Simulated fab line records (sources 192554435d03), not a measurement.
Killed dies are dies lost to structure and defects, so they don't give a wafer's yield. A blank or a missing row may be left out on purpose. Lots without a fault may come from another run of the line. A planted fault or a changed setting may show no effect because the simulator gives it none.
Which tool did it? -- flow n5Finfet -- 24 lots, 72 wafers sampled, at 4 steps of a route of 1938

WHAT EACH GAUGE READ, for each wafer
N5_BEOL_M4_RS_MEAS_58: measures by four-point-probe. Usual: M4_RS typically reads 0.673 ohm/sq, with standard deviation 0.025.
lot,measured,on,M4_RS (ohm/sq),flag
L074,day 7 11:58,filmMetro-01,0.700 0.678 0.687,
L075,day 8 08:05,filmMetro-01,0.658 0.626 0.659,
L076,day 8 11:51,filmMetro-01,0.666 0.672 0.715,
L077,day 8 13:59,filmMetro-01,0.693 0.690 0.667,
L078,day 8 17:03,filmMetro-01,0.681 0.694 0.679,
L079,day 9 04:32,filmMetro-01,0.687 0.676 0.637,
L080,day 9 12:36,filmMetro-02,0.696 0.687 0.691,
L082,day 9 14:15,filmMetro-02,0.629 0.655 0.661,
L081,day 9 19:41,filmMetro-01,0.696 0.693 0.667,
L083,day 9 20:28,filmMetro-01,0.685 0.688 0.702,
L084,day 10 10:16,filmMetro-02,0.693 0.652 0.666,
L085,day 10 12:06,filmMetro-02,0.643 0.679 0.677,
L087,day 11 01:21,filmMetro-01,0.721 0.700 0.707,
L086,day 11 06:16,filmMetro-01,0.660 0.671 0.644,
L089,day 11 08:59,filmMetro-01,0.703 0.703 0.653,
L088,day 11 15:11,filmMetro-01,0.659 0.680 0.665,
L090,day 11 16:31,filmMetro-01,0.624 0.695 0.649,
L091,day 12 04:38,filmMetro-01,0.710 0.686 0.672,
L092,day 12 10:39,filmMetro-01,0.665 0.639 0.693,
L094,day 12 14:40,filmMetro-02,0.649 0.670 0.665,
L093,day 12 14:34,filmMetro-02,0.709 0.639 0.649,
L095,day 12 20:32,filmMetro-01,0.647 0.607 0.623,
L096,day 13 06:14,filmMetro-02,0.652 0.662 0.706,
L097,day 13 22:10,filmMetro-01,0.654 0.720 0.699,

TOOL THAT RAN EACH LOT (tool first, then ch and the chambers of the sampled wafers, then the start)
lot,N5_BEOL_M4_ANNEAL_89,N5_BEOL_M4_SPUTTER_96,N5_BEOL_M4_PRE_CLEAN_60
L074,"pvdSputter-02, day 7 09:58","pvdSputter-02, day 7 10:46","cvdCo-01 ch 0,2, day 7 11:44"
L075,"pvdSputter-01, day 8 06:13","pvdSputter-01, day 8 07:01","cvdCo-02 ch 0,1,2, day 8 07:52"
L076,"pvdSputter-01, day 8 09:54","pvdSputter-01, day 8 10:42","cvdCo-01 ch 0,1, day 8 11:34"
L077,"pvdSputter-01, day 8 12:08","pvdSputter-01, day 8 12:56","cvdCo-02 ch 1,2, day 8 13:46"
L078,"pvdSputter-03, day 8 15:08","pvdSputter-03, day 8 15:56","cvdCo-02 ch 1,2, day 8 16:47"
L079,"pvdSputter-02, day 9 02:38","pvdSputter-02, day 9 03:26","cvdCo-01 ch 0,2, day 9 04:16"
L080,"pvdSputter-01, day 9 10:36","pvdSputter-01, day 9 11:24","cvdCo-02 ch 0,1,2, day 9 12:23"
L082,"pvdSputter-03, day 9 12:24","pvdSputter-03, day 9 13:12","cvdCo-02 ch 1,2, day 9 14:02"
L081,"pvdSputter-03, day 9 17:50","pvdSputter-03, day 9 18:38","cvdCo-02 ch 0,2, day 9 19:28"
L083,"pvdSputter-02, day 9 18:18","pvdSputter-02, day 9 19:06","cvdCo-02 ch 0,1, day 9 20:13"
L084,"pvdSputter-01, day 10 08:25","pvdSputter-01, day 10 09:13","cvdCo-01 ch 0,1, day 10 10:02"
L085,"pvdSputter-01, day 10 10:15","pvdSputter-01, day 10 11:03","cvdCo-02 ch 0,1, day 10 11:52"
L087,"pvdSputter-01, day 10 23:30","pvdSputter-01, day 11 00:18","cvdCo-02 ch 0,2, day 11 01:07"
L086,"pvdSputter-02, day 11 04:18","pvdSputter-02, day 11 05:06","cvdCo-02 ch 0,1,2, day 11 06:04"
L089,"pvdSputter-03, day 11 07:04","pvdSputter-03, day 11 07:52","cvdCo-02 ch 0,1, day 11 08:42"
L088,"pvdSputter-02, day 11 13:15","pvdSputter-02, day 11 14:03","cvdCo-02 ch 0,1, day 11 14:55"
L090,"pvdSputter-01, day 11 14:40","pvdSputter-01, day 11 15:28","cvdCo-01 ch 0,2, day 11 16:17"
L091,"pvdSputter-03, day 12 02:29","pvdSputter-03, day 12 03:17","cvdCo-02 ch 0,1, day 12 04:22"
L092,"pvdSputter-01, day 12 07:33","pvdSputter-01, day 12 08:21","cvdCo-02 ch 1,2, day 12 10:23"
L094,"pvdSputter-01, day 12 12:30","pvdSputter-01, day 12 13:18","cvdCo-02 ch 0,1, day 12 14:26"
L093,"pvdSputter-02, day 12 12:43","pvdSputter-02, day 12 13:31","cvdCo-02 ch 0,1,2, day 12 14:20"
L095,"pvdSputter-03, day 12 18:29","pvdSputter-03, day 12 19:17","cvdCo-02 ch 0,2, day 12 20:19"
L096,"pvdSputter-03, day 13 04:23","pvdSputter-03, day 13 05:11","cvdCo-02 ch 0,1,2, day 13 06:01"
L097,"pvdSputter-03, day 13 20:14","pvdSputter-03, day 13 21:02","cvdCo-02 ch 0,2, day 13 21:52"
- N5_BEOL_M4_ANNEAL_89: time 240 s.
- N5_BEOL_M4_SPUTTER_96: material Cu, target thk 4.5 nm, time 8.29 s.
- N5_BEOL_M4_PRE_CLEAN_60: time 15 s.

AS READ BY THE TOOLS THEMSELVES (means over the sampled wafers that have a number; for cases with no such wafer, the mark the record gives instead)
N5_BEOL_M4_ANNEAL_89. Usual: heaterPowerW reads 820 W (standard deviation 88).
lot,tool,heaterPowerW (W),flag
L074,pvdSputter-02,804,
L075,pvdSputter-01,882,
L076,pvdSputter-01,881,
L077,pvdSputter-01,889,
L078,pvdSputter-03,760,
L079,pvdSputter-02,801,
L080,pvdSputter-01,897,
L082,pvdSputter-03,823,
L081,pvdSputter-03,808,
L083,pvdSputter-02,791,
L084,pvdSputter-01,864,
L085,pvdSputter-01,805,
L087,pvdSputter-01,912,
L086,pvdSputter-02,797,
L089,pvdSputter-03,807,
L088,pvdSputter-02,733,
L090,pvdSputter-01,804,
L091,pvdSputter-03,808,
L092,pvdSputter-01,820,
L094,pvdSputter-01,887,
L093,pvdSputter-02,790,
L095,pvdSputter-03,839,
L096,pvdSputter-03,803,
L097,pvdSputter-03,831,

N5_BEOL_M4_SPUTTER_96. Usual: chamberPressurePa 0.07001 Pa, standard deviation 0.00013; throttleValvePct 29.6 %, standard deviation 1.4.
lot,tool,chamberPressurePa (Pa),throttleValvePct (%),flag
L074,pvdSputter-02,0.06995,30.0,
L075,pvdSputter-01,0.07000,29.3,
L076,pvdSputter-01,0.07005,29.0,
L077,pvdSputter-01,0.07010,28.8,
L078,pvdSputter-03,0.06994,30.6,
L079,pvdSputter-02,0.06992,30.1,
L080,pvdSputter-01,0.07003,29.3,
L082,pvdSputter-03,0.06994,30.5,
L081,pvdSputter-03,0.07009,30.3,
L083,pvdSputter-02,0.07000,29.9,
L084,pvdSputter-01,0.07004,28.1,
L085,pvdSputter-01,0.06992,27.2,
L087,pvdSputter-01,0.07007,28.6,
L086,pvdSputter-02,0.06991,29.9,
L089,pvdSputter-03,0.06999,30.9,
L088,pvdSputter-02,0.07008,29.7,
L090,pvdSputter-01,0.07008,27.3,
L091,pvdSputter-03,0.06996,30.2,
L092,pvdSputter-01,0.07003,28.1,
L094,pvdSputter-01,0.07019,28.9,
L093,pvdSputter-02,0.06993,29.5,
L095,pvdSputter-03,0.07022,31.0,
L096,pvdSputter-03,0.06992,30.2,
L097,pvdSputter-03,0.06994,30.6,

N5_BEOL_M4_PRE_CLEAN_60. Usual: heaterPowerW reads 105 W (standard deviation 30).
lot,tool,heaterPowerW (W),flag
L074,cvdCo-01,70,
L075,cvdCo-02,107,
L076,cvdCo-01,97,
L077,cvdCo-02,101,
L078,cvdCo-02,125,
L079,cvdCo-01,72,
L080,cvdCo-02,107,
L082,cvdCo-02,125,
L081,cvdCo-02,82,
L083,cvdCo-02,115,
L084,cvdCo-01,98,
L085,cvdCo-02,133,
L087,cvdCo-02,90,
L086,cvdCo-02,107,
L089,cvdCo-02,133,
L088,cvdCo-02,115,
L090,cvdCo-01,72,
L091,cvdCo-02,134,
L092,cvdCo-02,102,
L094,cvdCo-02,133,
L093,cvdCo-02,108,
L095,cvdCo-02,91,
L096,cvdCo-02,110,
L097,cvdCo-02,84,

THE ANSWER, worked out from the rows above alone
Rule: lot off if the mean of its wafers having a number is beyond 3 standard deviations from the usual mean. Also off: a lot with no number at a reading for which 4 or more lots have one. All remaining lots with rows at the step are treated as sound. Order of review: gauges by route order, followed by the tools' own readings, for which a lot's mean as printed above is used. At the first step where some lot is off, the reading lying furthest off is the one used; lots without a number count as furthest.
Across all readings shown, no lot is off: no conclusion can be drawn from this.

WHAT THE SIMULATOR HAD PUT IN
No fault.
